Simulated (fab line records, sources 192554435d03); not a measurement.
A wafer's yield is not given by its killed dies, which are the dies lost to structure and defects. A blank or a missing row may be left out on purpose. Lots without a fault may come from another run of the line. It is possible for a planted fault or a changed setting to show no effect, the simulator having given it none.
Lot-split experiment || flow n5-finfet || 39 wafers read across 7 lots, on a route 1938 steps long

## SPLIT DETAILS
At N5_BEOL_M4_DESCUM_16 (chemistry O2, time 7 s), the setting time-s was moved away from the recipe's 7 s on 18 of the 39 wafers read, by -59.7% to +21.7%. For the rest of the wafers, this setting stayed at what the recipe calls for.

## SPLIT TO READING: what lies between them in the file, 1 step
- N5_BEOL_M4_ETCH_74: etches underlayer in N2/H2, target depth 6.5 nm, time 5.2 s

## THE READING
CAR-EUV_of_BEOL_M4_COAT_05.thk-nm (the simulator's own value, which no gauge read), in nm, at N5_BEOL_M4_ETCH_63 (etches SiARC in CF4, target depth 15.6 nm, time 26 s). No usual value for it is given in the file. Average 11.2 nm, standard deviation 0.12 nm, over the 21 wafers here run with the recipe.

{"wafer": "L074.1", "tool, chamber at the split": "rie-diel-04, 0,2,1", "time-s as run, s": 7, "against the recipe": "recipe", "CAR-EUV_of_BEOL_M4_COAT_05.thk-nm, nm": 11.2, "against lot-mates on the recipe": "-"}
{"wafer": "L074.2", "tool, chamber at the split": "rie-diel-04, 0,2,1", "time-s as run, s": 7, "against the recipe": "recipe", "CAR-EUV_of_BEOL_M4_COAT_05.thk-nm, nm": 11, "against lot-mates on the recipe": "-"}
{"wafer": "L074.4", "tool, chamber at the split": "rie-diel-04, 0,2,1", "time-s as run, s": 7, "against the recipe": "recipe", "CAR-EUV_of_BEOL_M4_COAT_05.thk-nm, nm": 11, "against lot-mates on the recipe": "-"}
{"wafer": "L074.3", "tool, chamber at the split": "rie-diel-04, 3,3,0", "time-s as run, s": 5.383, "against the recipe": "-23.1%", "CAR-EUV_of_BEOL_M4_COAT_05.thk-nm, nm": 11.8, "against lot-mates on the recipe": "+0.7"}
{"wafer": "L074.5", "tool, chamber at the split": "rie-diel-04, 3,3,0", "time-s as run, s": 5.383, "against the recipe": "-23.1%", "CAR-EUV_of_BEOL_M4_COAT_05.thk-nm, nm": 11.8, "against lot-mates on the recipe": "+0.7"}
{"wafer": "L074.6", "tool, chamber at the split": "rie-diel-04, 3,3,0", "time-s as run, s": 5.383, "against the recipe": "-23.1%", "CAR-EUV_of_BEOL_M4_COAT_05.thk-nm, nm": 12, "against lot-mates on the recipe": "+0.9"}
{"wafer": "L075.1", "tool, chamber at the split": "rie-diel-01, 2", "time-s as run, s": 8.516, "against the recipe": "+21.7%", "CAR-EUV_of_BEOL_M4_COAT_05.thk-nm, nm": 10.4, "against lot-mates on the recipe": -0.8}
{"wafer": "L075.2", "tool, chamber at the split": "rie-diel-01, 1,3", "time-s as run, s": 8.516, "against the recipe": "+21.7%", "CAR-EUV_of_BEOL_M4_COAT_05.thk-nm, nm": 10.4, "against lot-mates on the recipe": -0.8}
{"wafer": "L075.3", "tool, chamber at the split": "rie-diel-01, 1,3", "time-s as run, s": 8.516, "against the recipe": "+21.7%", "CAR-EUV_of_BEOL_M4_COAT_05.thk-nm, nm": 10.4, "against lot-mates on the recipe": -0.8}
{"wafer": "L075.4", "tool, chamber at the split": "rie-diel-01, 0,1", "time-s as run, s": 7, "against the recipe": "recipe", "CAR-EUV_of_BEOL_M4_COAT_05.thk-nm, nm": 11.2, "against lot-mates on the recipe": "-"}
{"wafer": "L075.5", "tool, chamber at the split": "rie-diel-01, 2", "time-s as run, s": 7, "against the recipe": "recipe", "CAR-EUV_of_BEOL_M4_COAT_05.thk-nm, nm": 11.2, "against lot-mates on the recipe": "-"}
{"wafer": "L075.6", "tool, chamber at the split": "rie-diel-01, 0,1", "time-s as run, s": 7, "against the recipe": "recipe", "CAR-EUV_of_BEOL_M4_COAT_05.thk-nm, nm": 11.2, "against lot-mates on the recipe": "-"}
{"wafer": "L082.1", "tool, chamber at the split": "rie-diel-03, 1,0,2", "time-s as run, s": 7, "against the recipe": "recipe", "CAR-EUV_of_BEOL_M4_COAT_05.thk-nm, nm": 11.2, "against lot-mates on the recipe": "-"}
{"wafer": "L082.3", "tool, chamber at the split": "rie-diel-03, 1,0,2", "time-s as run, s": 7, "against the recipe": "recipe", "CAR-EUV_of_BEOL_M4_COAT_05.thk-nm, nm": 11.2, "against lot-mates on the recipe": "-"}
{"wafer": "L082.4", "tool, chamber at the split": "rie-diel-03, 1,0,2", "time-s as run, s": 7, "against the recipe": "recipe", "CAR-EUV_of_BEOL_M4_COAT_05.thk-nm, nm": 11.2, "against lot-mates on the recipe": "-"}
{"wafer": "L082.2", "tool, chamber at the split": "rie-diel-03, 3", "time-s as run, s": 3.701, "against the recipe": "-47.1%", "CAR-EUV_of_BEOL_M4_COAT_05.thk-nm, nm": 12.8, "against lot-mates on the recipe": "+1.6"}
{"wafer": "L082.5", "tool, chamber at the split": "rie-diel-03, 2", "time-s as run, s": 3.701, "against the recipe": "-47.1%", "CAR-EUV_of_BEOL_M4_COAT_05.thk-nm, nm": 12.8, "against lot-mates on the recipe": "+1.6"}
{"wafer": "L082.6", "tool, chamber at the split": "rie-diel-03, 3", "time-s as run, s": 3.701, "against the recipe": "-47.1%", "CAR-EUV_of_BEOL_M4_COAT_05.thk-nm, nm": 12.8, "against lot-mates on the recipe": "+1.6"}
{"wafer": "L087.1", "tool, chamber at the split": "rie-diel-04, 2,1,1", "time-s as run, s": 7, "against the recipe": "recipe", "CAR-EUV_of_BEOL_M4_COAT_05.thk-nm, nm": 11, "against lot-mates on the recipe": "-"}
{"wafer": "L087.2", "tool, chamber at the split": "rie-diel-04, 2,1,1", "time-s as run, s": 7, "against the recipe": "recipe", "CAR-EUV_of_BEOL_M4_COAT_05.thk-nm, nm": 11, "against lot-mates on the recipe": "-"}
{"wafer": "L087.6", "tool, chamber at the split": "rie-diel-04, 2,1,1", "time-s as run, s": 7, "against the recipe": "recipe", "CAR-EUV_of_BEOL_M4_COAT_05.thk-nm, nm": 11, "against lot-mates on the recipe": "-"}
{"wafer": "L087.3", "tool, chamber at the split": "rie-diel-04, 3,0", "time-s as run, s": 4.007, "against the recipe": "-42.8%", "CAR-EUV_of_BEOL_M4_COAT_05.thk-nm, nm": 12.6, "against lot-mates on the recipe": "+1.6"}
{"wafer": "L087.4", "tool, chamber at the split": "rie-diel-04, 3,0", "time-s as run, s": 4.007, "against the recipe": "-42.8%", "CAR-EUV_of_BEOL_M4_COAT_05.thk-nm, nm": 12.6, "against lot-mates on the recipe": "+1.6"}
{"wafer": "L087.5", "tool, chamber at the split": "rie-diel-04, 2", "time-s as run, s": 4.007, "against the recipe": "-42.8%", "CAR-EUV_of_BEOL_M4_COAT_05.thk-nm, nm": 12.6, "against lot-mates on the recipe": "+1.6"}
{"wafer": "L089.3", "tool, chamber at the split": "rie-diel-01, 2,2,3", "time-s as run, s": 7, "against the recipe": "recipe", "CAR-EUV_of_BEOL_M4_COAT_05.thk-nm, nm": 11.4, "against lot-mates on the recipe": "-"}
{"wafer": "L089.4", "tool, chamber at the split": "rie-diel-01, 2,2,3", "time-s as run, s": 7, "against the recipe": "recipe", "CAR-EUV_of_BEOL_M4_COAT_05.thk-nm, nm": 11.4, "against lot-mates on the recipe": "-"}
{"wafer": "L089.6", "tool, chamber at the split": "rie-diel-01, 2,2,3", "time-s as run, s": 7, "against the recipe": "recipe", "CAR-EUV_of_BEOL_M4_COAT_05.thk-nm, nm": 11.4, "against lot-mates on the recipe": "-"}
{"wafer": "L088.1", "tool, chamber at the split": "rie-diel-03, 3,0,3", "time-s as run, s": 7, "against the recipe": "recipe", "CAR-EUV_of_BEOL_M4_COAT_05.thk-nm, nm": 11.2, "against lot-mates on the recipe": "-"}
{"wafer": "L088.4", "tool, chamber at the split": "rie-diel-03, 3,0,3", "time-s as run, s": 7, "against the recipe": "recipe", "CAR-EUV_of_BEOL_M4_COAT_05.thk-nm, nm": 11.2, "against lot-mates on the recipe": "-"}
{"wafer": "L088.6", "tool, chamber at the split": "rie-diel-03, 3,0,3", "time-s as run, s": 7, "against the recipe": "recipe", "CAR-EUV_of_BEOL_M4_COAT_05.thk-nm, nm": 11.2, "against lot-mates on the recipe": "-"}
{"wafer": "L088.2", "tool, chamber at the split": "rie-diel-03, 2,0", "time-s as run, s": 2.822, "against the recipe": "-59.7%", "CAR-EUV_of_BEOL_M4_COAT_05.thk-nm, nm": 13.2, "against lot-mates on the recipe": "+2.0"}
{"wafer": "L088.3", "tool, chamber at the split": "rie-diel-03, 1", "time-s as run, s": 2.822, "against the recipe": "-59.7%", "CAR-EUV_of_BEOL_M4_COAT_05.thk-nm, nm": 13.2, "against lot-mates on the recipe": "+2.0"}
{"wafer": "L088.5", "tool, chamber at the split": "rie-diel-03, 2,0", "time-s as run, s": 2.822, "against the recipe": "-59.7%", "CAR-EUV_of_BEOL_M4_COAT_05.thk-nm, nm": 13.2, "against lot-mates on the recipe": "+2.0"}
{"wafer": "L090.1", "tool, chamber at the split": "rie-diel-04, 1,2,0", "time-s as run, s": 8.278, "against the recipe": "+18.3%", "CAR-EUV_of_BEOL_M4_COAT_05.thk-nm, nm": 10.6, "against lot-mates on the recipe": -0.6}
{"wafer": "L090.2", "tool, chamber at the split": "rie-diel-04, 1,2,0", "time-s as run, s": 8.278, "against the recipe": "+18.3%", "CAR-EUV_of_BEOL_M4_COAT_05.thk-nm, nm": 10.6, "against lot-mates on the recipe": -0.6}
{"wafer": "L090.3", "tool, chamber at the split": "rie-diel-04, 0,3,3", "time-s as run, s": 7, "against the recipe": "recipe", "CAR-EUV_of_BEOL_M4_COAT_05.thk-nm, nm": 11.2, "against lot-mates on the recipe": "-"}
{"wafer": "L090.4", "tool, chamber at the split": "rie-diel-04, 0,3,3", "time-s as run, s": 7, "against the recipe": "recipe", "CAR-EUV_of_BEOL_M4_COAT_05.thk-nm, nm": 11.2, "against lot-mates on the recipe": "-"}
{"wafer": "L090.6", "tool, chamber at the split": "rie-diel-04, 0,3,3", "time-s as run, s": 7, "against the recipe": "recipe", "CAR-EUV_of_BEOL_M4_COAT_05.thk-nm, nm": 11.2, "against lot-mates on the recipe": "-"}
{"wafer": "L090.5", "tool, chamber at the split": "rie-diel-04, 1,2,0", "time-s as run, s": 8.278, "against the recipe": "+18.3%", "CAR-EUV_of_BEOL_M4_COAT_05.thk-nm, nm": 10.8, "against lot-mates on the recipe": -0.4}
Rows listing several chambers each stand for several wafers; the file does not say which wafer went through which chamber.

FIT RESULTS
A straight line over all 39 wafers: CAR-EUV_of_BEOL_M4_COAT_05.thk-nm changes by -0.0335 nm for each +1% of time-s; r = -0.99; the points scatter about the line by 0.11 nm.
The same after taking each lot's own level away (the mean of its wafers on the recipe; 39 wafers): -0.0344 nm for each +1%; r = -1.00; scatter 0.069 nm.
On that fit, the largest move of time-s shifts the reading by 2.1 nm.
Across the lots, their own levels run from 11.00 to 11.40 nm, a range of 3.3 times the standard deviation given above.
Consequently the slope shifts little with the lot-to-lot level, the two slopes agreeing.
Check: with one of the wafers moved furthest among these (-59.7%) left out of the fit, the line predicts +2.07 nm for it against its lot-mates. Against them it came out at +2 nm.

## OTHER SPLITS APPLIED TO THESE WAFERS
Note: prior to the reading, these wafers also went through further splits. Each is held against what the fit with the lots' levels taken away leaves over:
{"other split on the same wafers": "N5_PMOS_HMC_CHANNEL_EPI_HM_DEP_34 time-s", "wafers away from the commonest value": 9, "r with CAR-EUV_of_BEOL_M4_COAT_05.thk-nm (lot level and that fit taken away)": -0.34}
{"other split on the same wafers": "N5_FIN_SAQP_SPACER1_ALD_24 ald-cycles", "wafers away from the commonest value": 18, "r with CAR-EUV_of_BEOL_M4_COAT_05.thk-nm (lot level and that fit taken away)": "+0.07"}
{"other split on the same wafers": "N5_SDB_ALD_29 ald-cycles", "wafers away from the commonest value": 9, "r with CAR-EUV_of_BEOL_M4_COAT_05.thk-nm (lot level and that fit taken away)": -0.02}
{"other split on the same wafers": "N5_HKMG_FIN_ETCH_55 time-s", "wafers away from the commonest value": 18, "r with CAR-EUV_of_BEOL_M4_COAT_05.thk-nm (lot level and that fit taken away)": -0.15}
{"other split on the same wafers": "N5_MOL_CONTACT_COAG_SPUTTER_143 target-thk-a", "wafers away from the commonest value": 12, "r with CAR-EUV_of_BEOL_M4_COAT_05.thk-nm (lot level and that fit taken away)": -0.01}

## THE WHOLE CHAIN: every reading that the file lists as answering this split, in the file's order
{"step": "N5_BEOL_M4_DESCUM_16", "what it does": "chemistry O2, time 7 s", "reading": "CAR-EUV_of_BEOL_M4_COAT_05.thk-nm (the simulator's own value, which no gauge read)", "change (the file's fit)": "-0.0359 nm for each +1% of the setting", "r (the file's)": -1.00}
{"step": "N5_BEOL_M4_ETCH_74", "what it does": "etches underlayer in N2/H2, target depth 6.5 nm, time 5.2 s", "reading": "CAR-EUV_of_BEOL_M4_COAT_05.thk-nm (the simulator's own value, which no gauge read)", "change (the file's fit)": "-0.0342 nm for each +1% of the setting", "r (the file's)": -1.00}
{"step": "N5_BEOL_M4_ETCH_63", "what it does": "etches SiARC in CF4, target depth 15.6 nm, time 26 s", "reading": "CAR-EUV_of_BEOL_M4_COAT_05.thk-nm (the simulator's own value, which no gauge read)", "change (the file's fit)": "-0.0345 nm for each +1% of the setting", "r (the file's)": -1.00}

## THE FILE'S OWN FIT
CAR-EUV_of_BEOL_M4_COAT_05.thk-nm changes by -0.0345 nm for each +1% of time-s, r = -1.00.
